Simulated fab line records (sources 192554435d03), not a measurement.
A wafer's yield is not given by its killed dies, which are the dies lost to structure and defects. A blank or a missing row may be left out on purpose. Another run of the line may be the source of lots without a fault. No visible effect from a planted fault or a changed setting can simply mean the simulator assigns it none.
fab line records	flow n5_finfet	part 1 of 2: steps 1 to 4 of 6
record: lots: 22	wafers: 66	last_day: 20
route steps=1938 shown START@1 FIN_SAQP@96 FIN_CUT@167
lots untouched by any fault: they come from a run of this same line in which no faults occurred
start_h: hours from the record's first day to the start of the lot's first wafer shown	wait_h: hours elapsed since this lot's preceding step	" same as the row above	L1.1+2: one row covering several wafers at once	- no value, or no start given	* or withheld: withheld	< > ~ a bound
route shown NAME@n: a module of which the file shows steps, and the number in the route of the first	usual: mean/standard deviation of fault-free wafers	same: alike in all rows	chamber/n: place in a boat	sites: per-site readings	_std_site: the standard deviation of these	_edge_site: inner sites' mean taken away from outer sites' mean	radius_mm: how far each site lies from the wafer's centre	mask NAME#n: copy n	behind: tool/chamber where the wafer was last shaped	hold: cause of the lot's hold/its duration in hours/its outcome	device: the transistor (n, p or np) that didn't switch	end of line: the tests these same wafers got at the end of their route	a step given without rows: its recipe and nothing more	killed: dies that structure and defects cost at the first sort, which is not the same as the wafer's yield	map: per-die view of a wafer (x killed, . not killed, _ where there is no die)
set.NAME: the setting the step ran with; set.NAME@STEP: the setting that earlier step ran with	model.NAME: the simulator's own value behind a step, which no gauge read
route steps across a sampled set of lots; one table per step, one row per wafer
services: the hour from which a tool's chamber was out of use, counted from the record's first day as start_h (under 0 if before that day), plus the number of hours and why
== steps ==
step: N5_START_INSPECT_01
recipe: inspect_instrument: unpatterned_scan	mode: incoming
usual: raw_defect_count: 5.6/2.9
lot.wafer	tool	chamber	start_h	wait_h	raw_defect_count
L074.2	defect_inspect-02	-	12.03	-	7
L074.3	"	-	"	"	3
L074.4	"	-	"	"	6
L075.1	defect_inspect-02	-	18.03	-	7
L075.4	"	-	"	"	6
L075.5	"	-	"	"	8
L076.3	defect_inspect-01	-	24.03	-	8
L076.4	"	-	"	"	6
L076.5	"	-	"	"	2
L077.3	defect_inspect-01	-	30.03	-	11
L077.4	"	-	"	"	4
L077.5	"	-	"	"	0
L078.1	defect_inspect-02	-	36.03	-	3
L078.3	"	-	"	"	3
L078.5	"	-	"	"	10
L079.3	defect_inspect-02	-	42.03	-	6
L079.4	"	-	"	"	6
L079.6	"	-	"	"	7
L080.2	defect_inspect-01	-	48.03	-	4
L080.4	"	-	"	"	8
L080.6	"	-	"	"	4
L082.1	defect_inspect-02	-	60.03	-	5
L082.4	"	-	"	"	4
L082.6	"	-	"	"	7
L083.1	defect_inspect-01	-	66.03	-	5
L083.2	"	-	"	"	4
L083.6	"	-	"	"	7
L084.2	defect_inspect-01	-	72.03	-	3
L084.4	"	-	"	"	7
L084.5	"	-	"	"	10
L085.1	defect_inspect-01	-	78.03	-	5
L085.3	"	-	"	"	1
L085.6	"	-	"	"	2
L086.2	defect_inspect-01	-	84.03	-	7
L086.3	"	-	"	"	2
L086.4	"	-	"	"	4
L087.3	defect_inspect-01	-	90.03	-	4
L087.4	"	-	"	"	8
L087.5	"	-	"	"	9
L088.3	defect_inspect-01	-	96.27	-	1
L088.5	"	-	"	"	7
L088.6	"	-	"	"	8
L089.1	defect_inspect-01	-	102.03	-	7
L089.3	"	-	"	"	8
L089.4	"	-	"	"	4
L090.1	defect_inspect-01	-	108.03	-	4
L090.2	"	-	"	"	6
L090.6	"	-	"	"	4
L092.1	defect_inspect-01	-	120.03	-	10
L092.3	"	-	"	"	2
L092.6	"	-	"	"	8
L093.3	defect_inspect-02	-	126.03	-	6
L093.5	"	-	"	"	11
L093.6	"	-	"	"	5
L094.2	defect_inspect-01	-	132.03	-	5
L094.3	"	-	"	"	6
L094.6	"	-	"	"	5
L095.1	defect_inspect-01	-	138.03	-	1
L095.2	"	-	"	"	8
L095.3	"	-	"	"	4
L096.1	defect_inspect-01	-	144.03	-	2
L096.2	"	-	"	"	3
L096.4	"	-	"	"	5
L097.3	defect_inspect-01	-	150.03	-	6
L097.5	"	-	"	"	5
L097.6	"	-	"	"	5
step: N5_FIN_SAQP_HM_DEP_03
recipe: material: SiNx	target_thk_a: 380	temp_c: 400	precursor: SiH4/NH3/N2	pressure_torr: 1.5	rf_w: 300	time_s: 33.6
usual: chamber_pressure_Torr: 1.500/0.0036	heater_power_w: 789/97	showerhead_plenum_p_Torr: 5.12/0.095	throttle_valve_pct: 40.2/1.4
same: time_s: 33.6
lot.wafer	tool	chamber	start_h	wait_h	chamber_pressure_Torr	heater_power_w	showerhead_plenum_p_Torr	throttle_valve_pct
L074.2	pecvd-04	2	21.50	0.2	1.499	709	5.10	45.0
L074.3	"	1	"	"	1.496	728	5.19	38.3
L074.4	"	0	"	"	1.501	642	5.14	40.5
L075.1	pecvd-01	0	28.84	0.2	1.499	718	5.15	40.2
L075.4	"	0	"	"	1.505	711	5.14	40.4
L075.5	"	1	"	"	1.502	780	4.98	37.7
L076.3	pecvd-02	1	33.49	0.1	1.502	756	5.20	39.6
L076.4	"	0	"	"	1.501	897	5.19	41.7
L076.5	"	2	"	"	1.502	915	4.95	39.9
L077.3	pecvd-01	2	41.48	0.1	1.495	703	5.06	40.5
L077.4	"	2	"	"	1.500	699	5.06	40.6
L077.5	"	1	"	"	1.499	734	4.98	37.8
L078.1	pecvd-04	0	45.98	0.2	1.500	656	5.13	40.6
L078.3	"	1	"	"	1.497	713	5.18	38.0
L078.5	"	1	"	"	1.495	713	5.17	37.8
L079.3	pecvd-02	0	51.57	0.1	1.505	863	5.20	41.6
L079.4	"	2	"	"	1.498	917	4.97	40.0
L079.6	"	0	"	"	1.499	850	5.19	41.2
L080.2	pecvd-02	0	57.27	0.2	1.505	918	5.18	41.7
L080.4	"	1	"	"	1.501	705	5.22	39.8
L080.6	"	0	"	"	1.501	912	5.20	41.4
L082.1	pecvd-02	1	69.14	0.2	1.504	850	5.22	39.7
L082.4	"	2	"	"	1.502	963	4.96	40.0
L082.6	"	0	"	"	1.501	825	5.19	41.6
L083.1	pecvd-02	1	75.49	0.2	1.507	780	5.22	39.9
L083.2	"	2	"	"	1.508	947	4.97	40.5
L083.6	"	2	"	"	1.512	962	4.96	40.4
L084.2	pecvd-02	1	81.66	0.3	1.502	779	5.23	39.8
L084.4	"	0	"	"	1.497	805	5.19	41.7
L084.5	"	2	"	"	1.495	927	4.95	40.1
L085.1	pecvd-04	0	89.34	0.2	1.498	657	5.14	41.4
L085.3	"	1	"	"	1.499	821	5.19	38.0
L085.6	"	1	"	"	1.495	813	5.18	38.0
L086.2	pecvd-02	0	94.05	0.3	1.494	877	5.20	41.7
L086.3	"	1	"	"	1.503	806	5.22	39.7
L086.4	"	0	"	"	1.498	911	5.19	41.4
L087.3	pecvd-02	0	99.46	0.1	1.496	837	5.19	41.8
L087.4	"	0	"	"	1.501	841	5.19	41.4
L087.5	"	2	"	"	1.504	944	4.96	40.2
L088.3	pecvd-01	1	107.17	0.1	1.501	748	4.97	38.0
L088.5	"	1	"	"	1.503	748	4.98	37.6
L088.6	"	0	"	"	1.499	827	5.14	40.8
L089.1	pecvd-02	0	111.05	0.2	1.498	909	5.21	41.7
L089.3	"	2	"	"	1.495	828	4.96	40.4
L089.4	"	0	"	"	1.507	909	5.18	41.7
L090.1	pecvd-01	0	116.87	0.2	1.502	706	5.16	40.9
L090.2	"	2	"	"	1.498	743	5.06	40.4
L090.6	"	2	"	"	1.495	734	5.07	40.6
L092.1	pecvd-04	0	129.84	0.2	1.503	647	5.14	41.2
L092.3	"	0	"	"	1.496	658	5.15	41.1
L092.6	"	0	"	"	1.499	666	5.15	41.4
L093.3	pecvd-01	2	135.14	0.2	1.500	618	5.06	40.4
L093.5	"	2	"	"	1.496	613	5.07	40.5
L093.6	"	0	"	"	1.502	763	5.15	41.0
L094.2	pecvd-02	1	141.16	0.2	1.500	847	5.21	39.6
L094.3	"	0	"	"	1.503	891	5.19	41.4
L094.6	"	0	"	"	1.502	875	5.19	41.7
L095.1	pecvd-04	0	147.11	0.2	1.498	574	5.15	41.5
L095.2	"	1	"	"	1.500	707	5.18	38.0
L095.3	"	1	"	"	1.498	705	5.17	38.1
L096.1	pecvd-01	1	153.15	0.2	1.504	727	4.97	37.5
L096.2	"	0	"	"	1.499	841	5.14	41.3
L096.4	"	0	"	"	1.506	844	5.13	41.3
L097.3	pecvd-02	1	159.02	0.1	1.500	768	5.23	39.7
L097.5	"	1	"	"	1.501	787	5.23	39.7
L097.6	"	2	"	"	1.505	817	4.97	40.5
step: N5_FIN_SAQP_HM_OPEN_73
recipe: chemistry: CHF3/O2	target: SiO2	stop_on: a-Si	target_depth_a: 120	over_etch_frac: 1.8	mask_material: SOC	time_s: 16.8	pressure_mtorr: 30	source_w: 650	bias_w: 170	Ar_flow_sccm: 200	CHF3_flow_sccm: 50	O2_flow_sccm: 5	ion_energy_ev: 200	ends: end_point
usual: drypump_motor_current_A: 5.7/0.52	oes_product_au: 0.442/0.027	rf_vpp_V: 522/8	showerhead_plenum_p_Torr: 2.39/0.088	throttle_valve_pct: 18.82/0.24
lot.wafer	tool	chamber	start_h	wait_h	drypump_motor_current_A	oes_product_au	rf_hours_counter_h	rf_vpp_V	showerhead_plenum_p_Torr	throttle_valve_pct
L074.2	rie_diel-03	2	22.45	0.0	5.6	0.462	124	507	2.31	18.63
L074.3	"	3	"	"	6.1	0.424	176	526	2.30	18.64
L074.4	"	0	"	"	4.9	0.427	202	521	2.39	18.76
L075.1	rie_diel-02	0	29.92	0.0	6.1	0.418	222	524	2.30	18.56
L075.4	"	3	"	"	6.4	0.458	128	518	2.32	18.44
L075.5	"	3	"	"	6.4	0.454	-	518	2.32	18.44
L076.3	rie_diel-06	0	34.66	0.0	5.9	0.462	141	544	2.49	18.81
L076.4	"	1	"	"	5.2	0.439	148	515	2.51	18.79
L076.5	"	2	"	"	6.1	0.432	-	537	2.49	18.76
L077.3	rie_diel-02	0	42.42	0.0	6.1	0.417	226	523	2.30	18.57
L077.4	"	2	"	"	5.2	0.422	192	523	2.41	18.84
L077.5	"	0	"	"	6.1	0.422	-	523	2.30	18.57
L078.1	rie_diel-03	3	47.06	0.0	6.1	0.431	183	526	2.29	18.66
L078.3	"	1	"	"	5.9	0.490	105	524	2.53	19.23
L078.5	"	1	"	"	5.9	0.492	-	524	2.54	19.22
L079.3	rie_diel-02	3	52.54	0.0	6.3	0.451	133	517	2.31	18.44
L079.4	"	1	"	"	5.5	0.446	164	520	2.39	19.05
L079.6	"	1	"	"	5.5	0.452	-	519	2.39	19.05
L080.2	rie_diel-03	0	59.11	0.0	4.9	0.425	212	520	2.39	18.76
L080.4	"	3	"	"	6.1	0.432	186	525	2.29	18.68
L080.6	"	2	"	"	5.7	0.461	-	507	2.31	18.65
L082.1	rie_diel-02	2	70.29	0.0	5.2	0.424	200	523	2.40	18.86
L082.4	"	1	"	"	5.5	0.453	169	519	2.39	19.05
L082.6	"	0	"	"	6.1	0.414	-	525	2.30	18.59
L083.1	rie_diel-03	2	76.50	0.0	5.6	0.460	139	507	2.30	18.64
L083.2	"	3	"	"	6.2	0.425	192	525	2.29	18.69
L083.6	"	1	"	"	6.0	0.486	-	524	2.53	19.24
L084.2	rie_diel-06	2	83.41	0.0	6.2	0.433	188	536	2.48	18.78
L084.4	"	3	"	"	6.8	0.436	190	527	2.50	18.78
L084.5	"	3	"	"	6.8	0.435	-	529	2.50	18.77
L085.1	rie_diel-06	0	90.47	0.0	5.9	0.458	159	546	2.49	18.83
L085.3	"	2	"	"	6.1	0.425	190	537	2.48	18.79
L085.6	"	0	"	"	5.9	0.464	-	544	2.49	18.82
L086.2	rie_diel-03	3	95.25	0.0	6.1	0.416	200	526	2.29	18.68
L086.3	"	1	"	"	5.9	0.483	122	525	2.53	19.24
L086.4	"	0	"	"	4.8	0.417	227	521	2.38	18.78
L087.3	rie_diel-02	2	101.18	0.0	5.2	0.427	211	523	2.40	18.89
L087.4	"	0	"	"	6.1	0.415	245	523	2.29	18.63
L087.5	"	2	"	"	5.2	0.423	-	522	2.40	18.89
L088.3	rie_diel-03	3	108.47	0.0	6.1	0.424	207	527	2.28	18.70
L088.5	"	1	"	"	5.9	0.473	-	523	2.53	19.26
L088.6	"	0	"	"	4.9	0.413	-	520	2.38	18.80
L089.1	rie_diel-02	1	112.12	0.0	5.5	0.439	183	519	2.39	19.09
L089.3	"	3	"	"	6.4	0.441	154	515	2.31	18.49
L089.4	"	2	"	"	5.2	0.421	215	522	2.40	18.89
L090.1	rie_diel-03	0	117.95	0.0	4.9	0.414	232	522	2.38	18.80
L090.2	"	2	"	"	5.6	0.450	155	506	2.30	18.69
L090.6	"	2	"	"	5.6	0.446	-	508	2.30	18.68
L092.1	rie_diel-02	1	131.02	0.0	5.5	0.449	192	519	2.38	19.12
L092.3	"	3	"	"	6.3	0.435	162	514	2.30	18.50
L092.6	"	3	"	"	6.4	0.440	-	515	2.30	18.50
L093.3	rie_diel-03	0	136.19	0.0	4.9	0.418	239	520	2.38	18.81
L093.5	"	3	"	"	6.1	0.418	-	524	2.28	18.73
L093.6	"	0	"	"	4.9	0.417	-	521	2.38	18.80
L094.2	rie_diel-03	1	142.32	0.0	5.9	0.470	142	525	2.52	19.28
L094.3	"	2	"	"	5.7	0.450	162	508	2.30	18.70
L094.6	"	0	"	"	4.9	0.413	-	520	2.38	18.82
L095.1	rie_diel-06	2	148.11	0.0	6.2	0.417	209	537	2.47	18.83
L095.2	"	0	"	"	5.9	0.452	176	545	2.48	18.88
L095.3	"	3	"	"	6.8	0.436	211	528	2.49	18.81
L096.1	rie_diel-02	3	154.23	0.0	6.4	0.441	171	517	2.30	18.50
L096.2	"	0	"	"	6.1	0.579	6	532	2.58	18.26
L096.4	"	1	"	"	5.5	0.437	201	519	2.38	19.12
L097.3	rie_diel-03	2	160.17	0.0	5.6	0.436	168	507	2.29	18.70
L097.5	"	2	"	"	5.6	0.441	-	509	2.29	18.71
L097.6	"	1	"	"	5.9	0.471	-	522	2.52	19.30
step: N5_FIN_SAQP_STRIP_55
recipe: chemistry: N2/H2	power_w: 500	temp_c: 40	pressure_mtorr: 50	rf_frequency_hz: 6e+07	overash_fraction: 0.3	bias_power_w: 28	h2_frac: 0.5	n2_flow_sccm: 300	h2_flow_sccm: 300
usual: drypump_motor_current_A: 5.8/0.53	oes_product_au: 0.74/0.054	rf_vpp_V: 121.9/1.5	showerhead_plenum_p_Torr: 3.37/0.12	throttle_valve_pct: 18.9/0.45
lot.wafer	tool	chamber	start_h	wait_h	drypump_motor_current_A	oes_product_au	rf_hours_counter_h	rf_vpp_V	showerhead_plenum_p_Torr	throttle_valve_pct
L074.2	rie_diel-03	0	22.63	0.1	4.9	0.70	202	119.7	3.33	18.6
L074.3	"	1	"	"	5.9	0.83	98	121.6	3.53	19.9
L074.4	"	2	"	"	5.7	0.78	124	122.4	3.23	18.8
L075.1	rie_diel-02	1	30.21	0.2	5.5	0.76	157	119.4	3.37	19.4
L075.4	"	2	"	"	5.2	0.72	188	122.4	3.31	18.9
L075.5	"	0	"	"	6.1	0.71	-	120.7	3.19	18.3
L076.3	rie_diel-02	1	34.85	0.1	5.5	0.75	159	122.8	3.37	19.3
L076.4	"	3	"	"	6.4	0.77	129	122.4	3.25	18.6
L076.5	"	3	"	"	6.3	0.77	-	121.7	3.25	18.6
L077.3	rie_diel-06	2	42.63	0.1	6.2	0.72	175	122.3	3.49	19.5
L077.4	"	1	"	"	5.2	0.73	151	123.2	3.49	18.6
L077.5	"	0	"	"	5.9	0.79	-	123.7	3.50	19.2
L078.1	rie_diel-02	2	47.24	0.1	5.2	0.73	194	122.3	3.31	18.9
L078.3	"	1	"	"	5.5	0.76	163	122.5	3.37	19.3
L078.5	"	0	"	"	6.1	0.71	-	121.2	3.19	18.4
L079.3	rie_diel-06	3	52.73	0.1	6.8	0.73	180	122.9	3.48	19.0
L079.4	"	2	"	"	6.1	0.71	178	121.6	3.49	19.4
L079.6	"	0	"	"	5.9	0.76	-	122.8	3.50	19.2
L080.2	rie_diel-02	3	59.35	0.1	6.4	0.77	134	120.2	3.25	18.6
L080.4	"	2	"	"	5.2	0.71	196	118.8	3.31	18.9
L080.6	"	3	"	"	6.3	0.78	-	120.9	3.25	18.6
L082.1	rie_diel-06	1	70.47	0.1	5.2	0.73	161	124.0	3.48	18.6
L082.4	"	0	"	"	5.9	0.77	153	121.5	3.49	19.2
L082.6	"	1	"	"	5.2	0.74	-	122.4	3.48	18.6
L083.1	rie_diel-03	2	76.69	0.1	5.6	0.75	139	122.3	3.23	18.9
L083.2	"	3	"	"	6.1	0.71	192	121.4	3.20	18.5
L083.6	"	0	"	"	4.9	0.70	-	120.7	3.33	18.7
L084.2	rie_diel-03	3	83.63	0.1	6.1	0.70	195	121.6	3.20	18.5
L084.4	"	0	"	"	4.9	0.69	222	119.1	3.32	18.7
L084.5	"	0	"	"	4.9	0.69	-	121.9	3.32	18.7
L085.1	rie_diel-03	1	90.65	0.1	5.9	0.81	121	123.3	3.52	20.0
L085.3	"	3	"	"	6.1	0.70	198	121.8	3.20	18.5
L085.6	"	3	"	"	6.1	0.70	-	119.6	3.20	18.5
L086.2	rie_diel-06	3	95.43	0.1	6.8	0.74	193	122.7	3.47	19.1
L086.3	"	2	"	"	6.2	0.71	191	124.3	3.48	19.5
L086.4	"	0	"	"	5.9	0.76	159	123.0	3.49	19.3
L087.3	rie_diel-02	3	101.50	0.2	6.4	0.76	150	118.9	3.24	18.6
L087.4	"	0	"	"	6.1	0.69	245	121.6	3.18	18.4
L087.5	"	1	"	"	5.5	0.73	-	122.8	3.36	19.4
L088.3	rie_diel-03	0	108.66	0.1	4.9	0.67	228	122.0	3.32	18.7
L088.5	"	3	"	"	6.1	0.70	-	118.5	3.19	18.5
L088.6	"	2	"	"	5.6	0.76	-	124.7	3.22	18.9
L089.1	rie_diel-06	0	112.37	0.1	5.9	0.77	165	122.1	3.49	19.2
L089.3	"	1	"	"	5.2	0.71	173	123.1	3.47	18.6
L089.4	"	3	"	"	6.8	0.73	199	121.3	3.47	19.1
L090.1	rie_diel-03	2	118.13	0.1	5.6	0.74	155	122.1	3.22	18.8
L090.2	"	1	"	"	5.9	0.79	133	120.0	3.51	20.0
L090.6	"	1	"	"	5.9	0.80	-	121.6	3.51	19.9
L092.1	rie_diel-02	1	131.20	0.1	5.5	0.73	192	123.0	3.35	19.4
L092.3	"	3	"	"	6.4	0.74	162	120.3	3.23	18.7
L092.6	"	2	"	"	5.2	0.70	-	120.7	3.29	19.0
L093.3	rie_diel-03	1	136.39	0.1	5.9	0.78	141	122.7	3.50	20.0
L093.5	"	0	"	"	4.8	0.68	-	120.4	3.32	18.7
L093.6	"	1	"	"	6.0	0.79	-	122.2	3.51	20.0
L094.2	rie_diel-03	0	142.51	0.1	4.9	0.67	241	126.1	3.31	18.7
L094.3	"	3	"	"	6.1	0.69	219	120.5	3.19	18.5
L094.6	"	0	"	"	4.9	0.66	-	121.9	3.31	18.7
L095.1	rie_diel-02	0	148.30	0.1	6.1	0.98	5	125.0	3.58	18.0
L095.2	"	2	"	"	5.1	0.68	231	120.8	3.29	19.0
L095.3	"	3	"	"	6.4	0.73	169	121.6	3.23	18.7
L096.1	rie_diel-02	1	154.41	0.1	5.5	0.73	201	120.6	3.35	19.4
L096.2	"	2	"	"	5.2	0.69	233	120.6	3.29	19.0
L096.4	"	3	"	"	6.4	0.74	171	119.9	3.23	18.7
L097.3	rie_diel-06	3	160.37	0.1	6.8	0.72	215	123.6	3.46	19.1
L097.5	"	2	"	"	6.2	0.70	-	121.6	3.47	19.5
L097.6	"	1	"	"	5.2	0.70	-	122.2	3.46	18.6
